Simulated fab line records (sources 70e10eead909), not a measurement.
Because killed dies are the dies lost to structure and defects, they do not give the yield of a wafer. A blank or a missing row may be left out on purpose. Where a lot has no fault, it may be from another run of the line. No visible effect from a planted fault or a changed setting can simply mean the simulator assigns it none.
Chamber matching    flow nand_harc    NHARC_THIN_TSV_CMP_01 on cmp-03 has 4 sister chambers
The step polishes. 16 wafers are shown with their chamber, then 8 later ones without.

== EACH WAFER AND ITS CHAMBER ==
wafer   chamber  motor_current_A (A)  slurry_filter_dp_kPa (kPa)  edge_zone_pressure_frac
L850.1  0        11.1                 13.27                       1.006
L850.3  2        12.8                 13.55                       1.000
L850.6  0        11.2                 13.37                       1.003
L853.3  1        10.8                 13.49                       0.993
L853.4  2        13.4                 13.49                       0.996
L853.6  0        10.9                 13.63                       1.000
L851.1  3        10.9                 13.61                       1.011
L851.4  0        10.6                 13.56                       1.004
L851.5  3        11.3                 13.54                       1.005
L855.1  3        11.4                 13.43                       0.991
L855.3  2        12.4                 13.71                       1.001
L855.6  3        11.0                 13.57                       0.996
L861.1  0        11.2                 13.63                       0.990
L861.2  1        10.7                 13.63                       1.004
L861.3  3        11.4                 13.47                       1.004
L865.1  1        10.2                 13.53                       1.003

SIGNATURES (means of the wafers above)
reading                  chamber 0  chamber 1  chamber 2  chamber 3  scatter within a chamber
motor_current_A          11.000     10.567     12.867     11.200     0.315
slurry_filter_dp_kPa     13.4920    13.5500    13.5833    13.5240    0.117
edge_zone_pressure_frac  1.00060    1.00000    0.99900    1.00140    0.00643
Rule: for each reading, subtract the chamber's mean from the wafer's reading, divide by that reading's scatter and square the result; add these up over the readings and take the root, which gives the wafer's distance from the chamber. If the next closest chamber is less than 2 further off than the closest, the wafer can't be placed; otherwise it belongs to the closest. How the scatter is found: for the shown wafers, subtract from each reading the mean of its chamber, square and add these, divide the total by (wafers less chambers), then take the root.

== WAFERS WITH NO CHAMBER GIVEN ==
wafer   motor_current_A (A)  slurry_filter_dp_kPa (kPa)  edge_zone_pressure_frac
L865.4  11.2                 13.42                       1.001
L865.6  11.3                 13.46                       1.002
L866.1  10.6                 13.34                       1.001
L866.5  11.1                 13.66                       1.004
L866.6  10.6                 13.40                       1.001
L872.2  10.7                 13.52                       0.998
L872.4  10.5                 13.69                       0.999
L872.5  10.5                 13.27                       1.002

== CHAMBER TAKEN BY EACH ==
wafer   from the rows above           in truth
L865.4  can't be placed: 0 or 3 or 1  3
L865.6  can't be placed: 3 or 0 or 1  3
L866.1  can't be placed: 1 or 0 or 3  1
L866.5  can't be placed: 3 or 0 or 1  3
L866.6  can't be placed: 1 or 0 or 3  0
L872.2  can't be placed: 1 or 0 or 3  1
L872.4  can't be placed: 1 or 0 or 3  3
L872.5  can't be placed: 1 or 0 or 3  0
Placed correctly: 0 of 8. Not placeable from these rows: 8 (in 8, the candidates include the true chamber). Placed wrongly: 0.
